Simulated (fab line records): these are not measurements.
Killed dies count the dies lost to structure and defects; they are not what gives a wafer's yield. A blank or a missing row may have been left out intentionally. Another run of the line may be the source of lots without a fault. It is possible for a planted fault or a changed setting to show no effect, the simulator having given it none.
A lot that was struck, set against a sound lot :: flow n5 finfet :: 16 out of 1938 route steps
Sound: these wafers, L643.2, L643.3, L643.5. Struck: wafers L632.2, L632.4, L632.5. The cause is named last.
For every step that has rows: the tool of each side, followed by ch and its chambers, followed by its first start. Under that, the readings that differ: sound wafers :: struck wafers :: difference of the means :: sigmas: that difference in standard deviations of wafers without a fault.
alike: a reading whose means differ by less than 2 such deviations, as well as words and numbers matching on both sides. not compared: withheld readings; readings where some wafer has no value; bounds like >300 that might hide an equal value; numbers whose values overlap and for which the record gives no deviation.
The two part at a step that has a row with sigmas, a row that says differs or no value, or rows on one side only. Numbers that have no deviation but don't overlap get no sigmas and don't part them. Lack of a reading on every wafer of one side parts them only where that side has two or more wafers.

first, 7 steps without rows for these wafers: N5_BEOL_M3_COAT_76 (time 60 s, resist thk 5 nm); N5_BEOL_M3_COAT_22 (resist thk 30 nm); N5_BEOL_M3_EBR_24; N5_BEOL_M3_SOFTBAKE_23 (time 60 s); N5_BEOL_M3_EXPOSE_25 (exposes mask V2, defocus 5 nm); N5_BEOL_M3_PEB_26 (peb time 60 s); N5_BEOL_M3_DEVELOP_27 (develop time 30 s).
N5_BEOL_M3_CD_MEAS_28: target cd 25.7 nm, target cd y 23.3 nm.
  sound on cd sem-03 ch 0, day 11 02:48; struck on cd sem-01 ch 0, day 7 21:26
  alike: cd nm
N5_BEOL_M3_OVL_MEAS_29:
  sound on overlay-02 ch 0, day 11 02:50; struck on overlay-02 ch 0, day 7 21:29
  alike: V2_OVL
N5_BEOL_M3_INSPECT_30: inspects for defects (brightfield).
  sound on defect inspect-02, day 11 02:53; struck on defect inspect-02, day 7 21:32
  alike: raw defect count
N5_BEOL_M3_DESCUM_33: chemistry O2, time 7 s.
  sound on rie diel-03 ch 0,1,3, day 11 03:05; struck on rie diel-01 ch 0,1, day 7 21:34
  alike: chamber pressure mTorr, drypump motor current A, oes product au, rf vpp V, showerhead plenum p Torr, temp c, throttle valve pct
  not compared: rf hours counter h
N5_BEOL_M3_ETCH_77: etches underlayer in N2/H2, target depth 6.5 nm, time 5.2 s.
  sound on rie diel-03 ch 0,1,3, day 11 03:07; struck on rie diel-01 ch 0,1, day 7 21:36
reading: h2 flow sccm (sccm)
sound: 199.2 199.7 199.5
struck: 201.0 201.8 200.1
difference: +1.5
sigmas: +3
  alike: chamber pressure mTorr, drypump motor current A, etch rf on time s, oes product au, rf vpp V, showerhead plenum p Torr, throttle valve pct
  not compared: rf hours counter h
N5_BEOL_M3_ETCH_69: etches SiARC in CF4, target depth 15.6 nm, time 26 s.
  sound on rie diel-03 ch 0,1,3, day 11 03:08; struck on rie diel-01 ch 0,1, day 7 21:37
reading: etch rf on time s (s)
sound: 26.2 27.1 26.0
struck: 18.7 18.9 18.8
difference: -7.6
sigmas: -13

reading: oes product au (a.u.)
sound: 0.73 0.61 0.60
struck: 0.90 0.91 0.90
difference: +0.26
sigmas: +4
  alike: chamber pressure mTorr, drypump motor current A, rf vpp V, showerhead plenum p Torr, throttle valve pct
  not compared: rf hours counter h
N5_BEOL_M3_ALD_98: deposits SiO2, target thk 2.5 nm, pulse time 1 s, co reactant pulse time 1 s.
  sound on ald sin-04 ch 0,1,3, day 11 03:17; struck on ald sin-03 ch 1,3, day 7 21:48
  alike: heater power w, precursor pulse height rel
N5_BEOL_M4_RC_MEAS_101:
  sound on prober-02 ch 0, day 11 16:49; struck on prober-02 ch 0, day 8 17:12
  alike: DIBL_N, DIBL_P, IOFF_N, IOFF_P, ION_N, ION_P, SS_N, SS_P, VT_N, VT_P
-- record jumps: 4 days separate the struck wafers' starts on either side; left off in module BEOL_M4, taken up again in module PASSIVATION, whose first shown step is the route's number 1936 --
N5_PASSIVATION_PROBE_49:
  sound on prober-02, day 15 13:52; struck on prober-02, day 13 01:46
  alike: defect limited yield, killed_at_M0_to_M3, killed_at_M4_up, killed at contacts, killed at front end, killed at other, killed dies, killed on rim, killed open, killed short, sort_bin_5_function, sort_bin_6_memory, sort n pass, sort yield pct

## WHERE THEY PART
First at N5_BEOL_M3_ETCH_77; last, within this record, at N5_BEOL_M3_ETCH_69. Later steps at which nothing parts them and some readings are alike: N5_BEOL_M3_ALD_98, N5_BEOL_M4_RC_MEAS_101, N5_PASSIVATION_PROBE_49.

WHY: whatever the simulator had introduced
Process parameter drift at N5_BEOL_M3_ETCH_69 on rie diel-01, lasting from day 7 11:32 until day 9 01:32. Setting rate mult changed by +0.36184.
